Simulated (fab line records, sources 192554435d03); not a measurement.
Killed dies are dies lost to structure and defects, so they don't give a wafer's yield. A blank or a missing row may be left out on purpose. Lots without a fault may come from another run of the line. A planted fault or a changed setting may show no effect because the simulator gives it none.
Which tool did it? | flow n5_finfet | 24 lots, 72 wafers sampled, at 4 steps of a route of 1938

WHAT THE GAUGES READ, wafer by wafer
N5_BEOL_M4_INSPECT_59: inspects for defects (darkfield).
lot  | measured     | on                | raw_defect_count
L076 | day 12 00:53 | defect_inspect-01 | 70 49 49
L074 | day 12 06:57 | defect_inspect-01 | 76 77 56
L075 | day 12 09:54 | defect_inspect-02 | 47 60 41
L077 | day 12 12:31 | defect_inspect-01 | 65 82 86
L078 | day 12 14:15 | defect_inspect-02 | 35 56 38
L079 | day 12 17:20 | defect_inspect-01 | 94 91 141
L081 | day 13 10:32 | defect_inspect-02 | 61 48 75
L080 | day 13 17:16 | defect_inspect-02 | 85 59 57
L082 | day 13 18:58 | defect_inspect-01 | 137 61 67
L083 | day 13 21:56 | defect_inspect-02 | 48 48 48
L085 | day 14 05:09 | defect_inspect-01 | 77 70 44
L084 | day 14 11:04 | defect_inspect-01 | 73 86 95
L086 | day 14 14:44 | defect_inspect-02 | 65 69 56
L089 | day 15 08:52 | defect_inspect-02 | 82 66 60
L091 | day 15 12:26 | defect_inspect-01 | 129 89 101
L088 | day 15 13:43 | defect_inspect-01 | 78 68 62
L087 | day 15 17:24 | defect_inspect-02 | 74 45 59
L090 | day 15 22:04 | defect_inspect-02 | 105 66 80
L092 | day 16 00:01 | defect_inspect-01 | 87 73 90
L093 | day 16 17:50 | defect_inspect-02 | 49 96 93
L094 | day 17 01:39 | defect_inspect-02 | 59 46 53
L095 | day 17 01:51 | defect_inspect-01 | 59 62 48
L096 | day 17 05:04 | defect_inspect-01 | 91 98 99
L097 | day 17 18:15 | defect_inspect-02 | 40 59 56

N5_BEOL_M5_OVL_MEAS_12.
lot  | measured     | on         | M5_OVL (nm)
L076 | day 12 05:10 | overlay-02 | -0.8 0.6 0.0
L074 | day 12 09:19 | overlay-02 | -0.7 -0.8 0.1
L075 | day 12 13:09 | overlay-02 | -0.6 -0.6 -0.4
L077 | day 12 17:30 | overlay-01 | 1.2 0.2 1.0
L078 | day 12 17:41 | overlay-02 | 0.5 -0.3 -0.3
L079 | day 12 20:02 | overlay-01 | -0.2 0.0 -0.9
L081 | day 13 13:49 | overlay-01 | 0.7 0.8 1.0
L080 | day 13 20:14 | overlay-02 | -0.2 -0.6 -0.1
L082 | day 14 00:04 | overlay-02 | 0.2 -0.2 -0.2
L083 | day 14 00:52 | overlay-01 | -1.5 -0.8 0.2
L085 | day 14 08:01 | overlay-02 | -1.1 -0.7 -0.8
L084 | day 14 15:00 | overlay-01 | 0.3 1.0 0.7
L086 | day 14 18:23 | overlay-01 | 0.2 -0.4 -0.2
L089 | day 15 11:39 | overlay-01 | 0.2 -0.4 -0.2
L091 | day 15 14:44 | overlay-02 | 0.0 0.4 0.1
L088 | day 15 18:04 | overlay-02 | -0.3 -0.8 -0.2
L087 | day 15 23:11 | overlay-02 | 1.6 0.4 0.4
L090 | day 16 02:17 | overlay-01 | 0.5 -0.5 -0.4
L092 | day 16 02:49 | overlay-01 | 0.9 1.1 0.8
L093 | day 16 21:01 | overlay-02 | -0.6 0.9 -1.3
L094 | day 17 05:57 | overlay-02 | -0.4 -0.4 0.5
L095 | day 17 05:59 | overlay-01 | 1.3 0.4 -0.4
L096 | day 17 07:55 | overlay-01 | 1.1 0.9 -0.2
L097 | day 17 22:00 | overlay-01 | 1.2 0.3 0.9

WHICH TOOL RAN EACH LOT (tool, then ch and the chambers of the sampled wafers, then the start)
lot  | N5_BEOL_M4_ANNEAL_93         | N5_BEOL_M4_ANNEAL_95
L076 | pvd_sputter-01, day 11 23:26 | pvd_sputter-01, day 11 23:39
L074 | pvd_sputter-03, day 12 05:31 | pvd_sputter-03, day 12 05:44
L075 | pvd_sputter-02, day 12 08:10 | pvd_sputter-02, day 12 08:23
L077 | pvd_sputter-02, day 12 11:04 | pvd_sputter-02, day 12 11:17
L078 | pvd_sputter-01, day 12 12:49 | pvd_sputter-01, day 12 13:02
L079 | pvd_sputter-03, day 12 15:52 | pvd_sputter-03, day 12 16:05
L081 | pvd_sputter-02, day 13 09:07 | pvd_sputter-02, day 13 09:20
L080 | pvd_sputter-03, day 13 15:44 | pvd_sputter-03, day 13 15:58
L082 | pvd_sputter-01, day 13 17:25 | pvd_sputter-01, day 13 17:38
L083 | pvd_sputter-02, day 13 20:14 | pvd_sputter-02, day 13 20:27
L085 | pvd_sputter-02, day 14 03:10 | pvd_sputter-02, day 14 03:23
L084 | pvd_sputter-02, day 14 09:09 | pvd_sputter-02, day 14 09:22
L086 | pvd_sputter-01, day 14 13:17 | pvd_sputter-01, day 14 13:31
L089 | pvd_sputter-01, day 15 07:20 | pvd_sputter-01, day 15 07:34
L091 | pvd_sputter-03, day 15 10:41 | pvd_sputter-03, day 15 10:54
L088 | pvd_sputter-01, day 15 12:11 | pvd_sputter-01, day 15 12:24
L087 | pvd_sputter-01, day 15 15:53 | pvd_sputter-01, day 15 16:06
L090 | pvd_sputter-02, day 15 20:22 | pvd_sputter-02, day 15 20:35
L092 | pvd_sputter-01, day 15 22:13 | pvd_sputter-01, day 15 22:26
L093 | pvd_sputter-01, day 16 16:20 | pvd_sputter-01, day 16 16:34
L094 | pvd_sputter-01, day 17 00:13 | pvd_sputter-01, day 17 00:26
L095 | pvd_sputter-03, day 17 00:25 | pvd_sputter-03, day 17 00:38
L096 | pvd_sputter-03, day 17 03:35 | pvd_sputter-03, day 17 03:49
L097 | pvd_sputter-01, day 17 16:47 | pvd_sputter-01, day 17 17:00
- N5_BEOL_M4_ANNEAL_93: time 240 s.
- N5_BEOL_M4_ANNEAL_95: time 240 s.

WHAT THE TOOLS THEMSELVES READ (means of the sampled wafers that have a number; where no wafer has one, the mark that the record gives instead)
N5_BEOL_M4_ANNEAL_93.
lot  | tool           | heater_power_w (W)
L076 | pvd_sputter-01 | 814
L074 | pvd_sputter-03 | 915
L075 | pvd_sputter-02 | 814
L077 | pvd_sputter-02 | 861
L078 | pvd_sputter-01 | 763
L079 | pvd_sputter-03 | 873
L081 | pvd_sputter-02 | 750
L080 | pvd_sputter-03 | 810
L082 | pvd_sputter-01 | 741
L083 | pvd_sputter-02 | 831
L085 | pvd_sputter-02 | 833
L084 | pvd_sputter-02 | 820
L086 | pvd_sputter-01 | 781
L089 | pvd_sputter-01 | 768
L091 | pvd_sputter-03 | 875
L088 | pvd_sputter-01 | 828
L087 | pvd_sputter-01 | 732
L090 | pvd_sputter-02 | 766
L092 | pvd_sputter-01 | 757
L093 | pvd_sputter-01 | 763
L094 | pvd_sputter-01 | 837
L095 | pvd_sputter-03 | 906
L096 | pvd_sputter-03 | 794
L097 | pvd_sputter-01 | 813

N5_BEOL_M4_ANNEAL_95.
lot  | tool           | heater_power_w (W)
L076 | pvd_sputter-01 | 822
L074 | pvd_sputter-03 | 914
L075 | pvd_sputter-02 | 824
L077 | pvd_sputter-02 | 874
L078 | pvd_sputter-01 | 763
L079 | pvd_sputter-03 | 895
L081 | pvd_sputter-02 | 737
L080 | pvd_sputter-03 | 802
L082 | pvd_sputter-01 | 737
L083 | pvd_sputter-02 | 829
L085 | pvd_sputter-02 | 826
L084 | pvd_sputter-02 | 831
L086 | pvd_sputter-01 | 773
L089 | pvd_sputter-01 | 776
L091 | pvd_sputter-03 | 873
L088 | pvd_sputter-01 | 815
L087 | pvd_sputter-01 | 736
L090 | pvd_sputter-02 | 775
L092 | pvd_sputter-01 | 749
L093 | pvd_sputter-01 | 774
L094 | pvd_sputter-01 | 815
L095 | pvd_sputter-03 | 900
L096 | pvd_sputter-03 | 795
L097 | pvd_sputter-01 | 816

THE ANSWER, worked out from the rows above alone
Rule: what is usual is taken from the lots themselves. Put in order of their means at a reading, lots are off if they are a third of the lots or fewer, leave a main group of 4 or more, and stand apart from it by a gap of 3 or more times the standard deviation of the main group's means; of several such gaps the widest counts. A main group whose means are all the same, to the digits that the tables above print for the reading, isn't used. A lot without any number at a reading at which 4 lots or more have one is off too. The other lots that the step has rows for count as sound. The gauges are gone through in route order, then the tools' own readings, and for those a lot's mean is taken as printed above. The first step at which some lot is off is used, and at that step the reading that is off furthest; a lot without a number counts as furthest.
No lot is off at any reading shown: from this, nothing can be told.

WHAT THE SIMULATOR HAD PUT IN
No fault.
